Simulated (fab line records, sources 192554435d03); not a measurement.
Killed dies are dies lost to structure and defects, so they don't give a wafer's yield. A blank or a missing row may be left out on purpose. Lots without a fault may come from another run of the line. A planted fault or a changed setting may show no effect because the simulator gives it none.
One fault seen from 2 desks | flow n5_finfet | each desk has only its own numbers; what lay behind them comes last

THE TOOL OWNER'S DESK: rie_diel-06
The tool's own readings at N5_BEOL_M7_ETCH_66 (etches SOC in N2/H2, target depth 80 nm, overetch 16 nm, time 120 s): means of the sampled wafers that have a number, for each lot that ran on this tool. A lot is out of limits, marked OUT, if its mean lies more than 4 standard deviations from the usual mean; the brackets give that distance.
Columns: A = drypump_motor_current_A at N5_BEOL_M7_ETCH_66, usual 5.4 A; B = n2_flow_sccm at N5_BEOL_M7_ETCH_66, usual 200.0 sccm; C = oes_product_au at N5_BEOL_M7_ETCH_66, usual 0.62 a.u.; D = rf_vpp_V at N5_BEOL_M7_ETCH_66, usual 524.7 V; E = run_length_s at N5_BEOL_M7_ETCH_66, usual 143.2 s; F = showerhead_plenum_p_Torr at N5_BEOL_M7_ETCH_66, usual 2.58 Torr; G = throttle_valve_pct at N5_BEOL_M7_ETCH_66, usual 17.8 %
lot  | first seen here | A   | B     | C    | D     | E               | F    | G
L683 | day 10 16:21    | 5.5 | 199.8 | 0.63 | 521.7 | 143.1           | 2.45 | 17.7
L689 | day 12 01:33    | 5.1 | 199.9 | 0.58 | 522.9 | 143.2           | 2.50 | 17.8
L698 | day 13 15:06    | 5.4 | 199.6 | 0.59 | 523.2 | 166.2 (+48) OUT | 2.54 | 17.6
L699 | day 14 08:44    | 5.1 | 199.9 | 0.62 | 524.8 | 166.4 (+48) OUT | 2.59 | 17.6
This desk's finding: out of limits on L698, L699; first on L698, day 13 15:06 (run_length_s at N5_BEOL_M7_ETCH_66). In limits: L683, L689.

THE METROLOGY DESK
What the gauges read, lot by lot, whatever tool the lot ran on: means of the sampled wafers that have a number. A lot is out of limits, marked OUT, if its mean lies more than 4 standard deviations from the usual mean; the brackets give that distance.
Columns: A = cd_nm at N5_BEOL_M7_CD_MEAS_11, usual 38.4 nm; B = M7_OVL at N5_BEOL_M7_OVL_MEAS_12, usual -0.5 nm
lot  | first seen here | A    | B
L681 | day 9 13:44     | 38.1 | -0.5
L683 | day 10 13:04    | 38.8 | -0.8
L685 | day 10 17:24    | 38.4 | 0.0
L686 | day 11 05:58    | 38.4 | -0.8
L688 | day 11 19:22    | 39.0 | 0.6
L689 | day 11 22:49    | 38.6 | -0.4
L691 | day 12 06:53    | 39.0 | 0.1
L694 | day 12 15:44    | 38.7 | -0.9
L698 | day 13 13:56    | 38.4 | -0.6
L699 | day 14 07:20    | 38.1 | -0.8
L702 | day 14 22:51    | 38.3 | -1.1
This desk's finding: nothing out of limits on any of the 11 lots.

PUT TOGETHER
The tool owner's desk could have raised an alarm at day 13 15:06, on L698, L699.
The metrology desk saw nothing out of limits.
The metrology desk has L698, L699 on record, within its limits.
Of the lots named, all ran N5_BEOL_M7_ETCH_66 on rie_diel-06.

WHAT THE SIMULATOR HAD PUT IN
Process parameter drift: rie_diel-06, from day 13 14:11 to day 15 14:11, at N5_BEOL_M7_ETCH_66. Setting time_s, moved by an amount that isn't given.
Lots struck among those shown: L698, L699.
Hours from the fault's start to each desk's first reading out of limits: the tool owner's desk, 1.
